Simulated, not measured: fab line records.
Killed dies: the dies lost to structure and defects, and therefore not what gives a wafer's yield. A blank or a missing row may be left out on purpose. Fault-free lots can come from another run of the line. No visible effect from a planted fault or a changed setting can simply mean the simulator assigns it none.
Matching of chambers    flow n5 finfet    N5_BEOL_M14_TRENCH_ETCH_34 on rie diel-01: 4 sister chambers
The step etches SiO2 in C4F8/O2/Ar, target depth 556.65 nm, time 126.9 s. 4 wafers are shown with their chamber, then 8 later ones without.

WAFERS, EACH WITH ITS CHAMBER
wafer   chamber  throttle valve pct (%)
L090.1  0        30.5
L091.1  3        31.3
L091.6  2        30.4
L094.2  1        31.3

WAFERS WITH NO CHAMBER GIVEN
wafer   throttle valve pct (%)
L094.3  30.4
L094.5  31.3
L092.1  30.5
L092.3  31.3
L092.4  31.3
L097.2  30.6
L097.5  30.5
L097.6  31.3

WHICH CHAMBER EACH ONE RAN IN
wafer    from the rows above       in truth
L094.3   2                         2
L094.5   can't be placed: 1 or 3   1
L092.1   0                         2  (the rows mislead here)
L092.3   can't be placed: 1 or 3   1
L092.4   can't be placed: 1 or 3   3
L097.2   0                         0
L097.5   0                         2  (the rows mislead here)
L097.6   can't be placed: 1 or 3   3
Placed correctly: 2 of 8. These rows do not allow placing 4 (true chamber among the candidates in 4). Number placed wrongly: 2.
How it was worked out, from the rows above alone: a wafer's distance from a chamber is the root of the sum, over the readings, of the square of ((its reading less the chamber's mean) divided by the reading's scatter). If the next closest chamber is less than 2 further off than the closest, the wafer can't be placed; otherwise it belongs to the closest. The mean given for a chamber averages the wafers shown for that chamber. The scatter: with one shown wafer a chamber, the root of the mean of the squares of how far each hidden wafer lies from its nearest shown one.
